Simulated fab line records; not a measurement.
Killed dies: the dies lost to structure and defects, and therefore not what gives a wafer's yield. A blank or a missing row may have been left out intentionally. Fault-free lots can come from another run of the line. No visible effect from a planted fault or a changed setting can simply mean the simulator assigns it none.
fab line records | flow n5-finfet
record lots=5 | wafers=15 | last-day=18
route steps=1938 shown SD_EPI_P@318 SD_ACTIVATION@330 ILD0@335 SDB@347 BEOL_M4@1111 PASSIVATION@1936
lots that met no fault: from a run of the same line without faults
start-h: hours from the record's opening day to when the first of the lot's shown wafers began | wait-h: time in hours since the lot's previous step | " identical to the entry in the row above | L1.1+2: several wafers, shown together as one row | - value missing, or start not given | * or withheld: withheld | < > ~ a bound
route shown NAME@n: NAME is a module with steps in the file, n the number in the route of the first one | usual: mean/standard deviation taken from wafers without a fault | same: alike in all rows | chamber/n: place in a boat | sites: each site's reading | _std_site: their standard deviation | _edge_site: mean of outer sites minus mean of inner sites | radius-mm: how far each site lies from the wafer's centre | mask NAME#n: copy n | behind: the tool/chamber that last shaped the wafer | hold: why the lot was held/for how many hours/how that ended | device: the n, p or np transistor that did not switch | end of line: the route-end tests of the same wafers | a step given without rows: its recipe and nothing more | killed: count of dies lost to structure and defects at first sort (not the wafer's yield) | map: a wafer's dies, marking killed ones x, the rest . and places with no die _
set.NAME: the setting the step ran with; set.NAME@STEP: the setting that earlier step ran with | model.NAME: the simulator's own value behind a step, which no gauge read
certain route steps with their lots: each step a table, each wafer a row
## steps
# step N5_SD_EPI_P_SRD_20
# recipe dry=ipa-marangoni | do-ppb=5 | time-s=30 | temp-c=23 | rinse-liquid=diw
# step N5_SD_EPI_P_PRECLEAN_51
# recipe chemistry=NF3:NH3 | afs-cycles=1 | temp-c=30 | time-s=20 | sublimation-temp-c=180 | sublimation-time-s=60 | pressure-torr=3 | rf-power-w=30
# step N5_SD_EPI_P_VAPOR_ETCH_44
# recipe chemistry=NF3/Ar | target=SiGe30 | temp-c=25 | time-s=3.3 | mode=isotropic
# step N5_SD_EPI_P_EPI_21
# recipe material=SiGe:B | dopant=B | temp-c=550 | pressure-torr=20 | ambient=H2 | time-s=355
# step N5_SD_EPI_P_HM_STRIP_48
# recipe chemistry=H3PO4 | temp-c=160 | material=SiNx | target=SiNx | target-depth-a=30 | overetch-fraction=0.3
# step N5_SD_EPI_P_SRD_49
# recipe dry=ipa-marangoni | time-s=30 | temp-c=23 | rinse-liquid=diw
# step N5_SD_EPI_P_PRECLEAN_24
# recipe chemistry=O3/DIW | time-s=45 | temp-c=22 | o3-ppm=10
# step N5_SD_EPI_P_PRECLEAN_32
# recipe chemistry=dHF | time-s=10 | dilution=500:1 | temp-c=25
# step N5_SD_EPI_P_PRECLEAN_33
# recipe chemistry=SC2 | time-s=45 | temp-c=35 | mix=1:1:50
# step N5_SD_EPI_P_SRD_25
# recipe time-s=30 | temp-c=23 | rinse-liquid=diw | dry=ipa-marangoni
# step N5_SD_ACTIVATION_RTA_00
# recipe temp-c=975 | time-s=0 | ambient=N2 | idle-temp-c=600 | ramp-up-c-per-s=150 | ramp-down-c-per-s=60 | cool-to-c=600
# usual lamp-power-pct=8.96/0.051 | lamp_zone_1_pct=8.956/0.028 | wafer_temp_C_max=975.2/2
lot.wafer | tool          | chamber | start-h | wait-h | lamp-power-pct | lamp_zone_1_pct | wafer_temp_C_max
L299.2    | rtp-anneal-01 | 0       | 98.96   | 0.3    | 8.98           | 8.961           | 974.2
L299.3    | "             | 0       | "       | "      | 8.94           | 9.011           | 972.0
L299.5    | "             | 0       | "       | "      | 8.97           | 8.949           | 973.7
L307.1    | rtp-anneal-01 | -       | 149.64  | 0.0    | -              | -               | -
L307.4    | "             | -       | "       | "      | -              | -               | -
L307.6    | "             | -       | "       | "      | -              | -               | -
L308.2    | rtp-anneal-01 | -       | 157.69  | 0.1    | -              | -               | -
L308.4    | "             | -       | "       | "      | -              | -               | -
L308.5    | "             | -       | "       | "      | -              | -               | -
L309.2    | rtp-anneal-02 | -       | 163.27  | 0.2    | -              | -               | -
L309.3    | "             | -       | "       | "      | -              | -               | -
L309.5    | "             | -       | "       | "      | -              | -               | -
L312.1    | rtp-anneal-02 | 0       | 182.62  | 0.1    | 8.89           | 8.945           | 972.7
L312.2    | "             | 0       | "       | "      | 9.05           | 8.979           | 977.8
L312.4    | "             | 0       | "       | "      | 9.00           | 8.954           | 974.3
# step N5_SD_ACTIVATION_LSA_01
# recipe temp-c=1080 | time-s=0.0008 | ambient=N2
# step N5_SD_ACTIVATION_RS_MEAS_03
# recipe thk-meas-gauge=four-point-probe
# usual RS_SD_N=21.92/0.25 | RS_SD_P=56.0/0.86
lot.wafer | tool          | chamber | start-h | wait-h | RS_SD_N[ohm/sq] | RS_SD_P[ohm/sq]
L299.2    | film-metro-02 | -       | 99.35   | 0.2    | 21.61           | 57.3
L299.3    | "             | -       | "       | "      | 21.86           | 57.3
L299.5    | "             | -       | "       | "      | 22.16           | 57.5
L307.1    | film-metro-01 | -       | 150.05  | 0.2    | 24.93           | 61.8
L307.4    | "             | -       | "       | "      | 24.66           | 60.4
L307.6    | "             | -       | "       | "      | 24.49           | 62.2
L308.2    | film-metro-01 | -       | 158.08  | 0.2    | 24.51           | 60.9
L308.4    | "             | -       | "       | "      | 24.77           | 60.4
L308.5    | "             | -       | "       | "      | 24.74           | 60.9
L309.2    | film-metro-02 | -       | 163.66  | 0.2    | 24.49           | 62.4
L309.3    | "             | -       | "       | "      | 24.47           | 62.2
L309.5    | "             | -       | "       | "      | 24.66           | 61.6
L312.1    | film-metro-02 | -       | 183.03  | 0.2    | 21.92           | 56.3
L312.2    | "             | -       | "       | "      | 21.76           | 55.8
L312.4    | "             | -       | "       | "      | 21.88           | 56.1
# step N5_ILD0_LINER_00
# recipe material=SiNx | target-thk-a=40 | temp-c=400 | ald-precursor-family=SiH2I2 | ald-co-reactant=N2/H2-plasma | pulse-time-s=1 | purge-time-s=2 | co-reactant-purge-time-s=2 | ald-cycles=80 | pressure-torr=2
# step N5_ILD0_FCVD_FILL_01
# recipe material=SiO2_flowable | target-thk-a=2000 | temp-c=100 | pressure-torr=0.8 | rf-w=2000 | time-s=328.3
# step N5_ILD0_CURE_02
# recipe temp-c=450 | time-s=1800 | ambient=steam | idle-temp-c=400 | ramp-up-c-per-min=5 | ramp-down-c-per-min=3 | densification-p-h2o-torr=640
# step N5_ILD0_CMP_03
# recipe stop-on=SiNx | t-overpolish-s=1.9 | post-cmp-clean=alkaline-brush | down-force-psi=4.1491 | platen-rpm=51.796 | pad-velocity-m-s=1.0306 | target-thk-nm=197.38
# step N5_ILD0_CMP_07
# recipe stop-on=poly-Si | material=SiO2_flowable | t-overpolish-s=1.18 | post-cmp-clean=alkaline-brush | down-force-psi=4.1491 | platen-rpm=51.796 | pad-velocity-m-s=1.0306 | target-thk-nm=138.88
# step N5_ILD0_PRECLEAN_10
# recipe chemistry=NF3:NH3 | afs-cycles=5 | time-s=20 | temp-c=30 | sublimation-temp-c=180 | sublimation-time-s=60 | pressure-torr=3 | rf-power-w=30
# step N5_ILD0_ALD_15
# recipe material=SiNx | target-thk-a=240 | temp-c=400 | ald-precursor-family=SiH2I2 | ald-co-reactant=N2/H2-plasma | pulse-time-s=1 | ald-cycles=480 | purge-time-s=2 | co-reactant-purge-time-s=2 | pressure-torr=2
# step N5_ILD0_CMP_12
# recipe stop-on=poly-Si | material=SiNx | t-overpolish-s=6 | post-cmp-clean=alkaline-brush | down-force-psi=2.5 | platen-rpm=51.8 | pad-velocity-m-s=1.0307 | target-thk-nm=17.67
# step N5_SDB_HM_DEP_00
# recipe material=SiNx | target-thk-a=400 | temp-c=400 | precursor=SiH4/NH3/N2 | pressure-torr=1.5 | rf-w=300 | time-s=35.3
# step N5_SDB_COAT_03
# recipe resist=SOC | temp-c=250 | time-s=60 | spin-rpm=1500 | resist-thk-nm=100
# step N5_SDB_COAT_04
# recipe resist=SiARC | temp-c=220 | time-s=60 | spin-rpm=1500 | resist-thk-nm=18
# step N5_SDB_COAT_05
# recipe resist=CAR-ArF | spin-rpm=1500 | resist-thk-nm=90
# step N5_SDB_EBR_07
# recipe solvent=PGMEA | ebr-width-mm=1.5
# step N5_SDB_SOFTBAKE_06
# recipe temp-c=110 | time-s=60 | resist=CAR-ArF
# step N5_SDB_EXPOSE_08
# recipe mask-id=SDB | na=1.35 | source-shape=conventional | sigma-outer=0.5 | polarization=unpolarized | dose-mj=49.6
# step N5_SDB_PEB_09
# recipe peb-temp-c=withheld | peb-time-s=60 | resist=CAR-ArF
# step N5_SDB_DEVELOP_10
# recipe develop-time-s=30 | developer=TMAH | resist=CAR-ArF | rinse-liquid=diw | dry=air-spin | dev-temp-c=23
# step N5_SDB_DESCUM_16
# recipe chemistry=O2 | time-s=7.9 | source-power-w=50 | bias-power-w=20 | pressure-mtorr=20 | rf-frequency-hz=2.712e+07 | temp-c=40 | resist=CAR-ArF | o2-flow-sccm=225
# step N5_BEOL_M4_RC_MEAS_101
# usual DIBL_N=36.0/2.2 | DIBL_P=36.2/2.4 | IOFF_N=0.16/0.035 | IOFF_N_85C=3.1/0.57 | IOFF_N_LIN=0.073/0.013 | IOFF_P=0.21/0.037 | IOFF_P_LIN=0.099/0.013 | ION_N=672/13 | ION_P=461/7 | RC_DENSE_N=19.0/0.51 | RC_N=15.5/0.4 | REXT_N=75.0/1.6 | REXT_P=100.3/2.6 | RS_SD_N=28.4/0.32 | RS_SD_P=65.8/0.97 | SS_N=71.4/0.69 | SS_P=73.2/0.75 | VT_N=250/3.4 | VT_N_LVT=99/3.6 | VT_P=-251/3 | VT_P_LVT=-99.1/2.7
lot.wafer | tool      | chamber | start-h | wait-h | DIBL_N[mV/V] | DIBL_P[mV/V] | IOFF_N[nA/um] | IOFF_N_85C[nA/um] | IOFF_N_LIN[nA/um] | IOFF_P[nA/um] | IOFF_P_LIN[nA/um] | ION_N[uA/um] | ION_P[uA/um] | RC_DENSE_N[ohm.um] | RC_N[ohm.um] | REXT_N[ohm.um] | REXT_P[ohm.um] | RS_SD_N[ohm/sq] | RS_SD_P[ohm/sq] | SS_N[mV/dec] | SS_P[mV/dec] | VT_N[mV] | VT_N_LVT[mV] | VT_P[mV] | VT_P_LVT[mV]
L299.2    | prober-02 | 0       | 235.85  | 0.2    | 37.9         | 39.0         | 0.19          | 3.8               | 0.088             | 0.27          | 0.121             | 677          | 463          | 18.7               | 15.3         | 75.2           | 103.2          | 28.4            | 67.1            | 71.8         | 74.1         | 246      | 96           | -249     | -96.1
L299.3    | "         | 0       | "       | "      | 34.0         | 33.4         | 0.13          | 2.6               | 0.065             | 0.17          | 0.090             | 679          | 462          | 18.0               | 14.6         | 74.7           | 102.0          | 28.6            | 67.4            | 69.7         | 72.4         | 249      | 99           | -250     | -101.5
L299.5    | "         | 0       | "       | "      | 38.6         | 39.8         | 0.23          | 4.2               | 0.102             | 0.29          | 0.133             | 692          | 477          | 19.1               | 15.5         | 74.7           | 102.9          | 29.0            | 67.0            | 71.1         | 74.2         | 241      | 93           | -245     | -93.9
L307.1    | prober-02 | 0       | 299.45  | 0.0    | 29.9         | 35.2         | 0.08          | 1.8               | 0.044             | 0.16          | 0.075             | 589          | 430          | 20.8               | 16.9         | 120.4          | 133.0          | 31.8            | 71.3            | 69.8         | 73.4         | 260      | 111          | -255     | -105.1
L307.4    | "         | 0       | "       | "      | 26.2         | 30.1         | 0.05          | 1.3               | 0.032             | 0.11          | 0.060             | 563          | 419          | 21.4               | 17.4         | 118.2          | 131.4          | 31.6            | 70.5            | 69.4         | 72.0         | 264      | 115          | -261     | -109.8
L307.6    | "         | 0       | "       | "      | 27.4         | 31.9         | 0.06          | 1.4               | 0.034             | 0.12          | 0.064             | 571          | 421          | 21.5               | 17.6         | 118.7          | 131.2          | 31.3            | 71.8            | 69.3         | 72.1         | 264      | 113          | -258     | -107.7
L309.2    | prober-01 | 0       | 302.81  | 0.2    | 25.5         | 27.9         | 0.04          | 1.0               | 0.025             | 0.09          | 0.054             | 564          | 421          | 20.8               | 16.8         | 114.7          | 127.8          | 31.1            | 72.2            | 68.5         | 71.8         | 268      | 120          | -264     | -112.7
L309.3    | "         | 0       | "       | "      | 27.7         | 30.2         | 0.05          | 1.2               | 0.030             | 0.11          | 0.059             | 575          | 420          | 21.8               | 17.9         | 115.4          | 129.4          | 31.4            | 71.3            | 69.3         | 72.6         | 266      | 117          | -261     | -111.2
L309.5    | "         | 0       | "       | "      | 25.7         | 28.1         | 0.04          | 1.0               | 0.026             | 0.09          | 0.052             | 557          | 418          | 21.5               | 17.6         | 115.8          | 130.2          | 31.3            | 71.6            | 68.5         | 72.0         | 268      | 120          | -262     | -112.7
L308.2    | prober-02 | 0       | 304.09  | 0.2    | 28.8         | 32.8         | 0.07          | 1.6               | 0.040             | 0.13          | 0.065             | 585          | 419          | 21.1               | 17.2         | 119.5          | 132.1          | 31.5            | 70.5            | 70.3         | 72.2         | 262      | 111          | -260     | -108.1
L308.4    | "         | 0       | "       | "      | 26.0         | 30.0         | 0.05          | 1.2               | 0.031             | 0.10          | 0.055             | 570          | 419          | 21.4               | 17.4         | 122.2          | 131.5          | 31.5            | 70.7            | 69.3         | 71.8         | 266      | 116          | -264     | -112.2
L308.5    | "         | 0       | "       | "      | 24.4         | 27.1         | 0.04          | 1.0               | 0.025             | 0.08          | 0.048             | 562          | 414          | 21.9               | 17.9         | 120.1          | 131.7          | 31.5            | 71.5            | 69.3         | 71.3         | 270      | 118          | -264     | -115.2
L312.1    | prober-01 | 0       | 315.90  | 0.0    | 33.5         | 32.5         | 0.11          | 2.3               | 0.056             | 0.14          | 0.074             | 662          | 454          | 18.9               | 15.5         | 73.1           | 101.3          | 28.2            | 66.2            | 70.8         | 72.1         | 252      | 100          | -257     | -102.6
L312.2    | "         | 0       | "       | "      | 39.2         | 39.1         | 0.21          | 3.8               | 0.091             | 0.23          | 0.104             | 693          | 468          | 18.8               | 15.1         | 72.1           | 101.1          | 28.3            | 65.6            | 72.4         | 73.8         | 244      | 91           | -250     | -96.5
L312.4    | "         | 0       | "       | "      | 36.1         | 35.8         | 0.15          | 3.0               | 0.074             | 0.18          | 0.090             | 680          | 461          | 18.9               | 15.4         | 72.7           | 100.1          | 28.7            | 65.9            | 70.4         | 72.9         | 246      | 94           | -253     | -99.7
# step N5_PASSIVATION_PROBE_49
# usual defect-limited-yield=91.2/1.4 | killed_at_M0_to_M3=34/9.4 | killed_at_M4_up=14/5.6 | killed-at-contacts=13/7.8 | killed-at-front-end=37/10 | killed-at-other=4/3.3 | killed-dies=103/17 | killed-open=68/13 | killed-short=33/8.2 | sort_bin_5_function=5.1/0.92 | sort_bin_6_memory=3.3/0.71 | sort_bin_8_speed=0.01/0.043 | sort-n-pass=1077/17 | sort-yield-pct=91.2/1.4
# same gross-dies=1180 | killed-at-back-side=0 | sort_bin_4_leakage[%]=0
lot.wafer | tool      | chamber | start-h | wait-h | defect-limited-yield[%] | killed_at_M0_to_M3 | killed_at_M4_up | killed-at-contacts | killed-at-front-end | killed-at-other | killed-dies | killed-open | killed-short | sort_bin_5_function[%] | sort_bin_6_memory[%] | sort_bin_8_speed[%] | sort-n-pass | sort-yield-pct[%]
L309.2    | prober-01 | -       | 407.94  | 0.1    | 89.7                    | 35                 | 13              | 19                 | 51                  | 4               | 122         | 77          | 45           | 6.3                    | 3.6                  | 89.66               | 0           | 0
L309.3    | prober-01 | -       | 407.99  | 0.1    | 88.6                    | 43                 | 17              | 15                 | 58                  | 2               | 135         | 79          | 54           | 6.6                    | 4.2                  | 88.56               | 0           | 0
L309.5    | prober-01 | -       | 408.09  | 0.2    | 90.3                    | 30                 | 15              | 24                 | 43                  | 2               | 114         | 76          | 38           | 6.1                    | 3.5                  | 90.34               | 0           | 0
L307.1    | prober-01 | -       | 409.87  | 0.0    | 92.5                    | 28                 | 7               | 7                  | 45                  | 2               | 89          | 70          | 19           | 4.2                    | 3.0                  | 92.46               | 0           | 0
L307.4    | prober-01 | -       | 410.02  | 0.2    | 91.3                    | 25                 | 12              | 9                  | 56                  | 1               | 103         | 63          | 34           | 4.9                    | 3.1                  | 91.27               | 0           | 0
L307.6    | prober-01 | -       | 410.12  | 0.3    | 93.6                    | 27                 | 6               | 11                 | 30                  | 2               | 76          | 51          | 25           | 3.2                    | 2.7                  | 93.56               | 0           | 0
L308.2    | prober-02 | -       | 416.88  | 0.1    | 93.2                    | 31                 | 11              | 6                  | 31                  | 1               | 80          | 52          | 28           | 4.5                    | 2.1                  | 93.22               | 0           | 0
L308.4    | prober-02 | -       | 416.98  | 0.2    | 92.9                    | 29                 | 7               | 5                  | 43                  | 0               | 84          | 45          | 36           | 4.3                    | 2.2                  | 92.88               | 0           | 0
L308.5    | prober-02 | -       | 417.03  | 0.2    | 91.9                    | 25                 | 8               | 6                  | 46                  | 11              | 96          | 55          | 41           | 5.5                    | 2.5                  | 91.86               | 0           | 0
# killed by level:class
L309.2 MOL_CONTACT_COAG:geometric-particle:open=14 STI_FIN_REVEAL:geometric-particle:open=14 BEOL_M3:geometric-particle:open=9 BEOL_M1:geometric-particle:open=8 STI_FIN_REVEAL:geometric-particle:short=7 FIN_SAQP:geometric-particle:short=7 BEOL_M0_SAQP:geometric-particle:open=6 BEOL_M4:geometric-particle:open=5
L309.3 FIN_SAQP:geometric-particle:short=20 BEOL_M0_SAQP:geometric-particle:short=14 FIN_SAQP:geometric-particle:open=11 MOL_CONTACT_COAG:geometric-particle:open=11 STI_FIN_REVEAL:geometric-particle:open=9 BEOL_M0_SAQP:geometric-particle:open=9 BEOL_M4:geometric-particle:open=8 BEOL_M3:geometric-particle:open=6
L309.5 MOL_CONTACT_COAG:geometric-particle:open=20 FIN_SAQP:geometric-particle:short=13 BEOL_M2:geometric-particle:open=9 FIN_SAQP:geometric-particle:open=6 DUMMY_GATE:geometric-particle:open=5 BEOL_M0_SAQP:geometric-particle:short=5 STI_FIN_REVEAL:geometric-particle:open=4 MOL_CONTACT_COAG:geometric-particle:short=4
L307.1 STI_FIN_REVEAL:geometric-particle:open=18 BEOL_M1:geometric-particle:open=10 FIN_SAQP:geometric-particle:open=9 GATE_CUT:geometric-particle:open=6 MOL_CONTACT_COAG:geometric-particle:open=6 BEOL_M0_SAQP:geometric-particle:short=5 FIN_SAQP:geometric-particle:short=4 BEOL_M0_SAQP:geometric-particle:open=3
L307.4 FIN_SAQP:geometric-particle:open=12 FIN_SAQP:geometric-particle:short=11 STI_FIN_REVEAL:geometric-particle:open=11 BEOL_M0_SAQP:geometric-particle:open=9 MOL_CONTACT_COAG:geometric-particle:open=8 BEOL_M0_SAQP:geometric-particle:short=5 BEOL_M2:geometric-particle:open=5 HKMG_FIN:area-etch=5
L307.6 STI_FIN_REVEAL:geometric-particle:open=12 BEOL_M2:geometric-particle:open=10 MOL_CONTACT_COAG:geometric-particle:open=8 BEOL_M0_SAQP:geometric-particle:open=6 BEOL_M1:geometric-particle:open=5 BEOL_M0_SAQP:geometric-particle:short=4 FIN_SAQP:geometric-particle:short=3 DUMMY_GATE:geometric-particle:open=3
L308.2 BEOL_M0_SAQP:geometric-particle:open=12 BEOL_M0_SAQP:geometric-particle:short=12 STI_FIN_REVEAL:geometric-particle:open=11 FIN_SAQP:geometric-particle:short=5 MOL_CONTACT_COAG:geometric-particle:open=5 BEOL_M4:geometric-particle:open=5 FIN_SAQP:geometric-particle:open=4 GATE_CUT:geometric-particle:open=3
L308.4 FIN_SAQP:geometric-particle:short=11 FIN_SAQP:geometric-particle:open=8 STI_FIN_REVEAL:geometric-particle:open=8 BEOL_M0_SAQP:geometric-particle:short=6 BEOL_M0_SAQP:geometric-particle:open=6 BEOL_M3:geometric-particle:open=4 BEOL_M4:geometric-particle:open=4 STARTING-WAFER:geometric-particle:short=4
L308.5 FIN_SAQP:geometric-particle:short=10 STI_FIN_REVEAL:geometric-particle:open=10 GATE_CUT:geometric-particle:short=8 BEOL_M2:geometric-particle:open=8 FIN_SAQP:geometric-particle:open=6 DUMMY_GATE:geometric-particle:open=5 BEOL_M3:geometric-particle:open=5 MOL_CONTACT_COAG:geometric-particle:open=4
# map L307.4 (x killed, . not)
_________________.x......x..x________________
______________x.x..............._____________
___________......xx..x.........x...__________
__________.........................._________
________........................x....._______
_______..x.........................x.x.______
______..........x......................._____
_____....x........x.......x......xx......____
____................x..x.....x...........x___
___.........x..............x....x..x.......__
___x............x.................x...x....__
__x..........x..x.x......x........x........._
__...x.....xx......x........x....x......x..._
_..x........................x................
_................x...x................x......
_............................................
_.............x.x.........................x..
_.............x.....x.......x................
_......x...x..........x..x...................
_.x......x......x............................
_..................x.....................x...
__...x.x...................................._
__...x....x...........x........x............_
___..xx...............................x..x.__
___...x.x........x...x.....................__
____............................x.........___
_____.........xx............x..x...x.x..x____
______x.x..............................._____
_______.............x..................______
________..xx..x.......x.x...........x._______
__________xx.......................x_________
___________........................__________
______________......xx......x..._____________
_________________.x.....x....________________
# map L308.5 (x killed, . not)
_________________............________________
______________.................._____________
___________.......x...x............__________
__________.x........................_________
________.......x...................x.._______
_______......xx.......................x______
______x..x.....x.............x.........._____
_____x.......................x.......x...____
____..........x........x..x...........x.x.___
___.............................x.....x....__
___.............................x.....xx.x.__
__.................................x..x....x_
__.................................x........_
_......x..x.....x..........x..x..............
_.........x..x.x.............................
_x...........x.....x..............x.....x....
_.x............x..........................x..
_.......x.x....xx.....................x......
_.......................x....xx............x.
_........x................x..................
_x....xx.......x....x..........x.............
__....x.........xx.........x......x.......x._
__.....x.......x.....................x......_
___........x..................xx..x........__
___....x.........x.........................__
____..................x..................x___
_____......................x.x...........____
______..x..............................._____
_______..........xx.x..x.x.............______
________..............x...x..........._______
__________x..............x.........._________
___________..x.......x.............__________
______________...x....x........._____________
_________________............________________
## key
first-sign step=N5_SD_ACTIVATION_RTA_00 | reading=tool-record | direction=missing
effect step=N5_SD_ACTIVATION_RS_MEAS_03 | reading=RS_SD_N | direction=up | sigmas=11 | usual=21.92 | struck=24.63
effect step=N5_BEOL_M4_RC_MEAS_101 | reading=REXT_N | direction=up | sigmas=26 | usual=75.0 | struck=118.3
effect step=N5_BEOL_M4_RC_MEAS_101 | reading=REXT_P | direction=up | sigmas=12 | usual=100.3 | struck=130.9
effect step=N5_BEOL_M4_RC_MEAS_101 | reading=RS_SD_N | direction=up | sigmas=9.6 | usual=28.4 | struck=31.4
effect step=N5_BEOL_M4_RC_MEAS_101 | reading=ION_N | direction=down | sigmas=8 | usual=672 | struck=571
effect step=N5_BEOL_M4_RC_MEAS_101 | reading=ION_P | direction=down | sigmas=5.8 | usual=461 | struck=420
effect step=N5_BEOL_M4_RC_MEAS_101 | reading=RS_SD_P | direction=up | sigmas=5.7 | usual=65.8 | struck=71.3
effect step=N5_BEOL_M4_RC_MEAS_101 | reading=VT_N_LVT | direction=up | sigmas=4.8 | usual=99 | struck=116
effect step=N5_BEOL_M4_RC_MEAS_101 | reading=RC_N | direction=up | sigmas=4.8 | usual=15.5 | struck=17.4
effect step=N5_BEOL_M4_RC_MEAS_101 | reading=RC_DENSE_N | direction=up | sigmas=4.6 | usual=19.0 | struck=21.3
effect step=N5_BEOL_M4_RC_MEAS_101 | reading=VT_N | direction=up | sigmas=4.5 | usual=250 | struck=265
effect step=N5_BEOL_M4_RC_MEAS_101 | reading=DIBL_N | direction=down | sigmas=4.2 | usual=36.0 | struck=26.8
effect step=N5_BEOL_M4_RC_MEAS_101 | reading=VT_P_LVT | direction=down | sigmas=4.2 | usual=-99.1 | struck=-110.5
effect step=N5_PASSIVATION_PROBE_49 | reading=sort_bin_8_speed | direction=up | sigmas=99+ | usual=0.01 | struck=91.53
met-at N5_SD_ACTIVATION_RTA_00
struck-wafers L307.1,L307.4,L307.6,L308.2,L308.4,L308.5,L309.2,L309.3,L309.5
onset-between 98.96 149.64
fault kind=skipped-step-whole | tool=rtp-anneal-01,rtp-anneal-02 | chamber=- | onset-h=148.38 | steps=N5_SD_ACTIVATION_RTA_00 | scope=struck-lots-only
